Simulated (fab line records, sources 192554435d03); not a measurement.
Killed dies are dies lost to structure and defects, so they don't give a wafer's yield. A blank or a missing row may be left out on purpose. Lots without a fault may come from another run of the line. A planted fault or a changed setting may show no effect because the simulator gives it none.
Split-lot experiment | flow n5_finfet | 7 lots, 21 wafers read, on a route of 1938 steps

THE SPLIT
At N5_ZERO_LAYER_PECVD_02 (deposits SiO2 from SiH4/N2O, target thk 10 nm, time 6 s), the setting time_s was moved away from the recipe's 6 s on 8 of the 21 wafers read, by -10.2% to +12.2%. The other wafers ran this setting at the recipe's value.

The reading is taken at the split's own step.

THE READING
SiO2_of_ZERO_LAYER_PECVD_02.thk_nm (the simulator's own value, which no gauge read), in nm, at N5_ZERO_LAYER_PECVD_02 (deposits SiO2 from SiH4/N2O, target thk 10 nm, time 6 s). The file gives no usual value for it. The 13 wafers here that ran the recipe average 10.023 nm, standard deviation 0.25 nm.

wafer  | tool, chamber at the split | time_s as run, s | against the recipe | SiO2_of_ZERO_LAYER_PECVD_02.thk_nm, nm | against lot-mates on the recipe
L075.1 | pecvd-01, 2                | 6.367            | +6.1%              | 10.57                                  | +0.530
L075.2 | pecvd-01, 1                | 6                | recipe             | 10.04                                  | -
L075.4 | pecvd-01, 1                | 6.367            | +6.1%              | 10.95                                  | +0.910
L076.1 | pecvd-01, 1                | 6                | recipe             | 10.09                                  | -
L076.2 | pecvd-01, 0                | 6.733            | +12.2%             | 11.09                                  | +0.935
L076.5 | pecvd-01, 1                | 6                | recipe             | 10.22                                  | -
L079.3 | pecvd-03, 0                | 6                | recipe             | 9.975                                  | -
L079.4 | pecvd-03, 1                | 6                | recipe             | 10.33                                  | -
L079.5 | pecvd-03, 2                | 6                | recipe             | 10.16                                  | -
L080.2 | pecvd-03, 0                | 6                | recipe             | 9.927                                  | -
L080.3 | pecvd-03, 2                | 6                | recipe             | 9.913                                  | -
L080.5 | pecvd-03, 2                | 6                | recipe             | 10.28                                  | -
L089.2 | pecvd-01, 0                | 6.352            | +5.9%              | 10.75                                  | no lot-mate on the recipe
L089.3 | pecvd-01, 1                | 6.352            | +5.9%              | 10.79                                  | no lot-mate on the recipe
L089.6 | pecvd-01, 2                | 6.352            | +5.9%              | 10.89                                  | no lot-mate on the recipe
L092.1 | pecvd-04, 0                | 6                | recipe             | 9.655                                  | -
L092.3 | pecvd-04, 1                | 6                | recipe             | 9.523                                  | -
L092.4 | pecvd-04, 1                | 6                | recipe             | 9.822                                  | -
L097.2 | pecvd-01, 0                | 5.389            | -10.2%             | 8.942                                  | -1.418
L097.5 | pecvd-01, 1                | 6                | recipe             | 10.36                                  | -
L097.6 | pecvd-01, 2                | 5.389            | -10.2%             | 9.018                                  | -1.342

THE FIT
A straight line over all 21 wafers: SiO2_of_ZERO_LAYER_PECVD_02.thk_nm changes by +0.106 nm for each +1% of time_s; r = +0.92; the points scatter about the line by 0.23 nm.
The same after taking each lot's own level away (the mean of its wafers on the recipe; 18 wafers): +0.112 nm for each +1%; r = +0.95; scatter 0.18 nm.
On that fit, the largest move of time_s shifts the reading by 1.4 nm.
The lots' own levels span 9.6667 to 10.3600 nm, that is 2.8 times the standard deviation above.
So the lot-to-lot level changes the slope little: the two slopes agree.
Check: with one of the wafers moved furthest among these (+12.2%) left out of the fit, the line predicts +1.58 nm for it against its lot-mates. It came out at +0.935 nm against them.

THE FILE'S OWN FIT
SiO2_of_ZERO_LAYER_PECVD_02.thk_nm changes by +0.103 nm for each +1% of time_s, r = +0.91.
